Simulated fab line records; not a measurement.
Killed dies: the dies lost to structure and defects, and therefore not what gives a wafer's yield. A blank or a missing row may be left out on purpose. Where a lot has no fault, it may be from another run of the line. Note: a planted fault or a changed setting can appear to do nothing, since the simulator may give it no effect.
fab line records    flow nandHarc
record lots=7  wafers=18  lastDay=24
route steps=1159 shown A_CONTACT@918 END@1159
lots untouched by any fault: they come from a run of this same line in which no faults occurred
startH: the number of hours between the record's first day and the start of the first shown wafer of the lot    waitH: hours from the lot's prior step to this one    " the same as in the row above    L1.1+2: a single row standing in for several wafers    - value missing, or start not given    * or withheld: withheld    < > ~ a bound
route shown NAME@n: a module of which the file shows steps, and the number in the route of the first    usual: the fault-free wafers' mean and standard deviation    same: alike in all rows    chamber/n: place in a boat    sites: readings site by site    _std_site: standard deviation of those values    _edge_site: outer sites' mean less inner sites'    radiusMm: for every site, how far away it sits from the centre of the wafer    mask NAME#n: copy n    behind: the tool/chamber that last shaped the wafer    hold: why the lot went on hold/how many hours it stayed there/how the hold came to an end    device: the transistor (n, p or np) that didn't switch    end of line: the route-end tests of the same wafers    a step with no rows: only its recipe    killed: count of dies lost to structure and defects at first sort (not the wafer's yield)    map: a wafer's dies, x killed, . not, _ none there
set.NAME: the setting that was run; set.NAME@STEP: the one run at that earlier step    model.NAME: the simulator's own value behind a step, which no gauge read
lots at selected steps of the route; one table per step, one row per wafer
services: from which hour (startH, from the record's first day; less than 0 if before it) a tool's chamber was out of use, for how many hours, and why
## steps
# step NHARC_A_CONTACT_STRIP_104
# recipe cf4FlowSccm=100  chf3FlowSccm=30  arFlowSccm=0  biasW=0  chemistry=CF4/CHF3
# step NHARC_A_CONTACT_STRIP_105
# recipe o2FlowSccm=400  cosFlowSccm=20  arFlowSccm=0  biasW=0  chemistry=O2/COS
# step NHARC_A_CONTACT_ETCH_106
# recipe targetDepthA=600  overetchA=60  timeS=33  ionEnergyEv=100  cf4FlowSccm=80  o2FlowSccm=20  arFlowSccm=0  rfW=300  biasW=100  chemistry=CF4/O2
# usual biasW=100.0/0.3  drypumpMotorCurrentA=5.5/0.38  mfcArSccm=0.007/0.0091  oesProductAu=1.001/0.011  rfVppV=198.3/1.6  showerheadPlenumPTorr=1.35/0.061  throttleValvePct=13.397/0.0086
# same timeS=33
lot.wafer  tool        chamber  startH  waitH  biasW  drypumpMotorCurrentA  mfcArSccm  oesProductAu  rfHoursCounterH  rfVppV  showerheadPlenumPTorr  throttleValvePct
L390.1     rieDiel-06  3        406.77  0.1    100.0  6.1                   0          0.994         56               196.3   1.26                   13.401
L390.4     "           0        "       "      100.1  5.7                   0          0.990         59               196.3   1.26                   13.393
L390.6     "           1        "       "      100.3  5.0                   0          1.006         -                197.0   1.29                   13.407
L386.3     rieDiel-06  3        414.82  0.1    100.1  6.1                   0          1.002         61               196.7   1.25                   13.408
L386.1     "           0        "       "      100.5  5.7                   0          0.996         64               196.5   1.26                   13.410
L386.5     "           3        "       "      100.5  6.1                   0          0.995         -                195.7   1.25                   13.398
L394.4     rieDiel-03  1        423.19  0.1    100.1  6.3                   0.008      1.008         10               199.7   1.36                   13.399
L394.1     "           3        "       "      100.1  5.5                   0.044      0.992         9                200.4   1.43                   13.400
L394.5     "           2        "       "      99.8   4.7                   0          1.005         -                196.5   1.37                   13.398
L395.4     rieDiel-03  2        436.18  0.1    99.9   4.7                   0          1.001         14               198.7   1.37                   13.399
L395.6     "           0        "       "      100.2  5.5                   0.016      1.016         -                197.2   1.30                   13.395
L395.5     "           1        "       "      100.1  6.3                   0.008      1.012         -                199.5   1.35                   13.398
L403.4     rieDiel-07  2        491.06  0.1    100.1  5.5                   0.011      0.979         16               198.9   1.36                   13.401
L403.5     "           2        "       "      100.2  5.4                   0.011      0.990         -                198.5   1.36                   13.396
L404.4     rieDiel-07  3        492.14  0.1    100.0  5.6                   0.011      0.997         16               199.0   1.41                   13.397
L404.5     "           3        "       "      99.8   5.6                   0.011      0.990         -                199.3   1.41                   13.407
L408.4     rieDiel-07  3        511.56  0.1    99.8   5.6                   0.011      0.985         21               200.5   1.41                   13.404
L408.5     "           1        "       "      100.0  5.5                   0.017      1.017         -                199.3   1.41                   13.402
# step NHARC_A_CONTACT_STRIP_82
# recipe o2FlowSccm=500  arFlowSccm=0  biasW=0  chemistry=O2
# usual drypumpMotorCurrentA=5.5/0.37  mfcArSccm=0.007/0.0099  oesProductAu=0.999/0.012  rfVppV=57.8/0.88  showerheadPlenumPTorr=3.56/0.16  throttleValvePct=17.035/0.01
# same biasW=0
lot.wafer  tool        chamber  startH  waitH  drypumpMotorCurrentA  mfcArSccm  oesProductAu  rfHoursCounterH  rfVppV  showerheadPlenumPTorr  throttleValvePct
L390.4     rieDiel-06  3        -       -      6.1                   0          0.988         56               55.8    3.33                   17.042
L390.1     "           0        "       "      5.7                   0          0.981         59               56.2    3.34                   17.047
L390.6     "           0        "       "      5.7                   0          0.977         -                55.7    3.34                   17.040
L386.1     rieDiel-06  0        -       -      5.7                   0          0.999         64               58.2    3.33                   17.028
L386.3     "           1        "       "      5.0                   0          1.013         62               58.6    3.41                   17.037
L386.5     "           2        "       "      5.6                   0.000      1.015         -                57.5    3.77                   17.035
L394.4     rieDiel-03  2        -       -      4.7                   0          1.011         9                56.8    3.62                   17.038
L394.1     "           3        "       "      5.5                   0.044      1.001         9                58.4    3.77                   17.014
L394.5     "           2        "       "      4.7                   0          1.003         -                56.9    3.62                   17.031
L395.4     rieDiel-03  1        -       -      6.3                   0.008      1.001         15               58.1    3.58                   17.029
L395.6     "           1        "       "      6.3                   0.008      1.009         -                58.0    3.58                   17.035
L395.5     "           2        "       "      4.7                   0          1.006         -                58.4    3.62                   17.044
L403.4     rieDiel-07  0        -       -      5.1                   0          1.019         17               58.8    3.58                   17.039
L403.5     "           2        "       "      5.4                   0.011      0.993         -                57.7    3.59                   17.036
L404.4     rieDiel-07  1        -       -      5.5                   0.017      1.013         17               59.0    3.71                   17.041
L404.5     "           0        "       "      5.1                   0          1.011         -                57.4    3.58                   17.037
L408.4     rieDiel-07  0        -       -      5.1                   0          1.008         22               58.8    3.58                   17.044
L408.5     "           2        "       "      5.4                   0.011      0.988         -                57.5    3.59                   17.022
# step NHARC_A_CONTACT_STRIP_83
# recipe timeS=600  tempC=30  chemistry=postEtchResidueRemover
# step NHARC_A_CONTACT_DEP_84
# recipe targetThkA=20000  tempC=400  material=aC
# usual throttleValvePct=35.000/0.0098
lot.wafer  tool       chamber  startH  waitH  throttleValvePct
L390.1     aclDep-02  0        407.48  -      35.004
L390.4     "          0        "       "      35.012
L390.6     "          0        "       "      34.998
L386.1     aclDep-01  0        418.56  -      35.008
L386.3     "          0        "       "      34.983
L386.5     "          0        "       "      35.013
L394.1     aclDep-02  0        427.98  -      34.996
L394.4     "          0        "       "      35.002
L394.5     "          0        "       "      34.988
L395.4     aclDep-01  0        438.13  -      35.005
L395.5     "          0        "       "      35.004
L395.6     "          0        "       "      35.005
L403.4     aclDep-01  0        492.32  -      34.997
L403.5     "          0        "       "      34.981
L404.4     aclDep-01  0        493.57  -      34.979
L404.5     "          0        "       "      34.996
L408.4     aclDep-02  0        513.13  -      35.008
L408.5     "          0        "       "      35.020
# step NHARC_A_CONTACT_DEP_85
# recipe targetThkA=500  targetThkNm=50  tempC=400  pressureTorr=3.5  flowSccm=200  rfW=350  material=SiON
# usual heaterPowerOuterW=467/130  heaterPowerW=768/140
lot.wafer  tool      chamber  startH  waitH  heaterPowerOuterW  heaterPowerW
L390.1     pecvd-03  2        408.75  1.1    757                1067
L390.6     "         2        "       "      759                1067
L390.4     "         0        "       "      368                637
L386.1     pecvd-02  1        419.83  1.1    469                757
L386.3     "         2        "       "      281                505
L386.5     "         2        "       "      286                512
L394.1     pecvd-02  0        429.26  1.1    517                811
L394.5     "         1        "       "      448                723
L394.4     "         2        "       "      322                567
L395.4     pecvd-01  1        438.86  0.5    505                825
L395.6     "         2        "       "      420                743
L395.5     "         0        "       "      353                657
L403.4     pecvd-02  0        493.05  0.5    576                894
L403.5     "         2        "       "      346                596
L404.4     pecvd-03  2        494.40  0.6    766                1098
L404.5     "         0        "       "      441                736
L408.4     pecvd-03  1        513.87  0.5    369                651
L408.5     "         2        "       "      780                1106
# step NHARC_A_CONTACT_DEHYDRATE_00
# recipe tempC=150  timeS=120
# step NHARC_A_CONTACT_HMDS_01
# recipe timeS=30
# step NHARC_A_CONTACT_COAT_86
# recipe tempC=260  timeS=75
# step NHARC_A_CONTACT_COAT_87
# recipe tempC=225  timeS=65
# step NHARC_A_CONTACT_COAT_02
# recipe spinRpm=1500  resistThkNm=90
# step NHARC_A_CONTACT_SOFTBAKE_03
# recipe tempC=105  timeS=55
# usual chillPlateTempC=22.99/0.096  heaterPowerTotalW=188.44/0.14  plateTempC=105.01/0.12
lot.wafer  tool           chamber  startH  waitH  chillPlateTempC  heaterPowerTotalW  plateTempC
L390.1     lithoTrack-06  0        409     -      22.95            188.44             105.14
L390.4     "              0        "       "      23.03            188.44             105.19
L390.6     "              0        "       "      22.84            188.29             105.12
L386.1     lithoTrack-04  0        420     -      22.96            188.43             105.07
L386.3     "              0        "       "      23.22            188.39             105.04
L386.5     "              0        "       "      23.17            188.45             104.91
L394.1     lithoTrack-04  0        429     -      22.89            188.33             105.05
L394.4     "              0        "       "      22.96            188.43             104.98
L394.5     "              0        "       "      22.98            188.72             105.12
L395.4     lithoTrack-01  0        439     -      23.02            188.39             104.98
L395.5     "              0        "       "      22.91            188.76             104.89
L395.6     "              0        "       "      23.04            188.66             104.91
L403.4     lithoTrack-01  0        493     -      22.95            222.60             -
L403.5     "              0        "       "      22.87            188.33             105.00
L404.4     lithoTrack-01  0        494     -      22.90            222.52             -
L404.5     "              0        "       "      23.13            188.44             104.99
L408.4     lithoTrack-01  0        514     -      22.98            222.98             -
L408.5     "              0        "       "      23.06            188.32             105.14
# step NHARC_A_CONTACT_EBR_04
# step NHARC_END_SORT_01
# recipe tempC=25
# usual killedAtArray=21/8.9  killedAtOther=0.8/1.3  killedAtPeriphery=3.6/2.4  killedDies=26/8.9  killedOpen=3.1/1.8  killedShort=1.9/1.3
# same grossDies=677
lot.wafer  tool       chamber  startH  waitH  killedAtArray  killedAtOther  killedAtPeriphery  killedDies  killedOpen  killedShort
L395.4     prober-01  0        496.20  3.4    33             3              2                  38          0           0
L395.5     prober-01  0        497.01  3.7    34             3              4                  41          6           2
L395.6     prober-01  0        497.82  4.0    35             1              0                  36          0           1
# killed by level:class
L395.4 A_CHANNEL_HOLE_D1:chamberFilmFlake=17 A_SLIT:chamberFilmFlake=12 THIN_TSV:chamberFilmFlake=3 P_M1:chamberFilmFlake=2 A_WL_FILL:chamberFilmFlake=2 A_CONTACT:chamberFilmFlake=2
L395.5 A_CHANNEL_HOLE_D1:chamberFilmFlake=18 A_SLIT:chamberFilmFlake=8 THIN_TSV:chamberFilmFlake=3 A_WL_FILL:chamberFilmFlake=2 P_CONTACT:geometricParticle:open=1 P_M0:geometricParticle:open=1 P_M1:geometricParticle:open=1 A_CHANNEL_FILL_D1:geometricParticle:short=1
L395.6 A_CHANNEL_HOLE_D1:chamberFilmFlake=19 A_SLIT:chamberFilmFlake=10 A_CONTACT:chamberFilmFlake=3 A_WL_FILL:chamberFilmFlake=2 A_CHANNEL_FILL_D1:geometricParticle:short=1 THIN_TSV:chamberFilmFlake=1
## services
tool           chamber  startH  hours  kind
rieDiel-07     0        384.66  -      clean
rieDiel-07     1        384.66  -      clean
rieDiel-07     2        384.66  -      clean
rieDiel-07     3        384.66  -      clean
rieDiel-03     -        392.98  9.0    pm
rieDiel-03     0        392.98  9.0    ventCycle
rieDiel-03     1        392.98  9.0    ventCycle
rieDiel-03     2        392.98  9.0    ventCycle
pecvd-01       1        395.88  4.1    repair
rieDiel-07     -        405.26  9.0    pm
pecvd-01       -        418.13  13.0   pm
rieDiel-06     -        418.51  9.0    pm
rieDiel-06     0        431.42  6.5    repair
lithoTrack-01  -        443.00  7.0    pm
rieDiel-07     2        448.88  4.5    repair
rieDiel-06     2        464.73  36.3   repair
lithoTrack-06  -        467.00  7.0    pm
pecvd-03       -        473.19  13.0   pm
pecvd-01       1        473.60  7.0    repair
aclDep-01      -        474.49  13.0   pm
rieDiel-07     3        479.40  6.8    repair
rieDiel-03     0        483.23  6.2    repair
lithoTrack-04  -        491.00  7.0    pm
rieDiel-03     3        496.21  1.4    repair
## key
firstSign step=NHARC_A_CONTACT_SOFTBAKE_03  reading=heaterPowerTotalW  direction=up  sigmas=99+  usual=*  struck=*
effect none on later readings
metAt NHARC_A_CONTACT_SOFTBAKE_03
struckWafers L403.4,L404.4,L408.4
sortLeftOut L403.4
testerLeftOut L403,L404,L408
onsetBetween 439 493
fault kind=processParameterDrift  tool=lithoTrack-01  chamber=-  onsetH=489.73  steps=NHARC_A_CONTACT_SOFTBAKE_03  channel=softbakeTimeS  offset=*  shape=step  endH=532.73  scope=struckWafersOnly  actsIn=*  stated=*
# testerLeftOut: of these lots the tester's yield and bins aren't shown, on N5 and GAA mostly nor the transistor test; their killed dies are dies lost to structure and defects alone, not to doping, threshold or leakage, so they don't give the yield
# sortLeftOut: the simulated sort isn't trusted on such a fault, so these wafers' sort isn't shown, and their yield isn't known
